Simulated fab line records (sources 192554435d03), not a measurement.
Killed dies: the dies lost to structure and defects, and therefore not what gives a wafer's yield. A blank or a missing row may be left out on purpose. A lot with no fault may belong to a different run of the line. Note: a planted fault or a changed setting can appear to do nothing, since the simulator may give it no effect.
Chamber matching | flow n5_finfet | N5_BEOL_M7_CURE_74 on uv_cure-02 has 3 sister chambers
The step cures SiCOH lowk, time 240 s. 3 wafers are shown with their chamber, then 12 later ones without.

== WAFERS PAIRED WITH THEIR CHAMBERS ==
wafer  | chamber | wafer_temp_C_max
L083.5 | 0       | 386.9
L086.5 | 1       | 386.1
L093.5 | 2       | 386.1

== WAFERS MISSING THEIR CHAMBER ==
wafer  | wafer_temp_C_max
L093.2 | 385.9
L093.4 | 387.0
L093.6 | 385.7
L095.1 | 386.7
L095.3 | 386.7
L095.4 | 386.5
L095.2 | 386.3
L095.5 | 386.2
L095.6 | 386.1
L096.1 | 386.7
L096.3 | 386.0
L096.4 | 386.2

== WHICH CHAMBER EACH ONE RAN IN ==
wafer  | from the rows above          | in truth
L093.2 | can't be placed: 1 or 2      | 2
L093.4 | 0                            | 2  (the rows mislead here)
L093.6 | can't be placed: 1 or 2      | 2
L095.1 | can't be placed: 0 or 1 or 2 | 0
L095.3 | can't be placed: 0 or 1 or 2 | 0
L095.4 | can't be placed: 0 or 1 or 2 | 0
L095.2 | can't be placed: 1 or 2 or 0 | 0
L095.5 | can't be placed: 1 or 2      | 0
L095.6 | can't be placed: 1 or 2      | 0
L096.1 | can't be placed: 0 or 1 or 2 | 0
L096.3 | can't be placed: 1 or 2      | 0
L096.4 | can't be placed: 1 or 2      | 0
Placed correctly: 0 of 12. Cannot be placed on the basis of these rows: 11; the candidates contain the true chamber in 7. 1 placed wrongly.
How it was worked out, from the rows above alone: a wafer's distance from a chamber is the root of the sum, over the readings, of the square of ((its reading less the chamber's mean) divided by the reading's scatter). If the next closest chamber is less than 2 further off than the closest, the wafer can't be placed; otherwise it belongs to the closest. For every chamber, the mean is computed from those of its wafers that are shown. The scatter: root of mean squared gap, hidden wafer to nearest shown wafer, with one shown wafer a chamber.
